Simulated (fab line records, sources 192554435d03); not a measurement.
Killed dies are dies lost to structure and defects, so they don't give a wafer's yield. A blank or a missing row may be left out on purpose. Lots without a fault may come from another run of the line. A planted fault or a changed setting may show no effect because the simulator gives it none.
Chamber matching | flow n5_finfet | N5_MIM_BOT_ETCH_ETCH_04 on rie_diel-06: 4 sister chambers
The step etches SiNx in CF4/O2, target depth 26 nm, time 13 s. 8 wafers are shown with their chamber, then 7 later ones without.

WAFERS WITH THEIR CHAMBER
wafer  | chamber | showerhead_plenum_p_Torr (Torr) | throttle_valve_pct (%)
L778.5 | 2       | 2.25                            | 15.87
L779.1 | 3       | 2.17                            | 16.52
L779.5 | 0       | 2.28                            | 16.12
L782.2 | 2       | 2.24                            | 15.89
L782.3 | 1       | 2.32                            | 15.83
L782.5 | 3       | 2.17                            | 16.51
L781.3 | 1       | 2.32                            | 15.82
L781.4 | 0       | 2.28                            | 16.13

WAFERS WITHOUT THEIR CHAMBER
wafer  | showerhead_plenum_p_Torr (Torr) | throttle_valve_pct (%)
L781.6 | 2.24                            | 15.88
L785.1 | 2.24                            | 15.90
L785.3 | 2.31                            | 15.84
L785.4 | 2.27                            | 16.13
L791.1 | 2.27                            | 16.18
L791.2 | 2.31                            | 15.89
L791.6 | 2.17                            | 16.06

WHICH CHAMBER EACH WENT THROUGH
wafer  | from the rows above | in truth
L781.6 | 2                   | 2
L785.1 | 2                   | 2
L785.3 | 1                   | 1
L785.4 | 0                   | 0
L791.1 | 0                   | 0
L791.2 | 1                   | 1
L791.6 | 2                   | 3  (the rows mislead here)
Placed correctly: 6 of 7. Can't be placed from these rows: 0. Placed wrongly: 1.
How it was worked out, from the rows above alone: a wafer's distance from a chamber is the root of the sum, over the readings, of the square of ((its reading less the chamber's mean) divided by the reading's scatter). The wafer belongs to the nearest chamber; if the next one is less than 2 further off, it can't be placed. A chamber's mean is the mean of its shown wafers. The scatter: the root of (the sum of the squares of (reading less its chamber's mean) over the shown wafers, divided by (wafers less chambers)).
